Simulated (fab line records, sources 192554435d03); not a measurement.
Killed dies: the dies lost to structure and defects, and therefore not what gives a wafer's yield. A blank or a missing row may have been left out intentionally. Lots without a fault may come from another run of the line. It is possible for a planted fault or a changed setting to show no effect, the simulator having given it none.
Chamber matching + flow n5_finfet + N5_BEOL_M1_VIA_ETCH_34 on rie_diel-04: 4 sister chambers
The step etches the open film in C4F6/O2, target depth 67.8 nm, time 64.4 s. 4 wafers are shown with their chamber, then 7 later ones without.

## WAFERS, EACH WITH ITS CHAMBER
| wafer  | chamber | throttle_valve_pct (%) |
|--------|---------|------------------------|
| L077.5 | 3       | 31.0                   |
| L083.4 | 0       | 31.0                   |
| L092.1 | 1       | 30.8                   |
| L092.2 | 2       | 29.9                   |

## WAFERS MISSING THEIR CHAMBER
| wafer  | throttle_valve_pct (%) |
|--------|------------------------|
| L092.3 | 30.7                   |
| L091.1 | 30.7                   |
| L091.2 | 30.7                   |
| L091.3 | 29.9                   |
| L097.1 | 30.7                   |
| L097.3 | 30.8                   |
| L097.6 | 30.8                   |

## THE CHAMBER EACH PASSED THROUGH
| wafer  | from the rows above | in truth                   |
|--------|---------------------|----------------------------|
| L092.3 | 1                   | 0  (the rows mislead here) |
| L091.1 | 1                   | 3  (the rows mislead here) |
| L091.2 | 1                   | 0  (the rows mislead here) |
| L091.3 | 2                   | 2                          |
| L097.1 | 1                   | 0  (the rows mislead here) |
| L097.3 | 1                   | 1                          |
| L097.6 | 1                   | 1                          |
3 of 7 placed correctly. From these rows, 0 cannot be placed. Wrongly placed: 4.
How it was worked out, from the rows above alone: a wafer's distance from a chamber is the root of the sum, over the readings, of the square of ((its reading less the chamber's mean) divided by the reading's scatter). If the next closest chamber is less than 2 further off than the closest, the wafer can't be placed; otherwise it belongs to the closest. For every chamber, the mean is computed from those of its wafers that are shown. The scatter: root of mean squared gap, hidden wafer to nearest shown wafer, with one shown wafer a chamber.
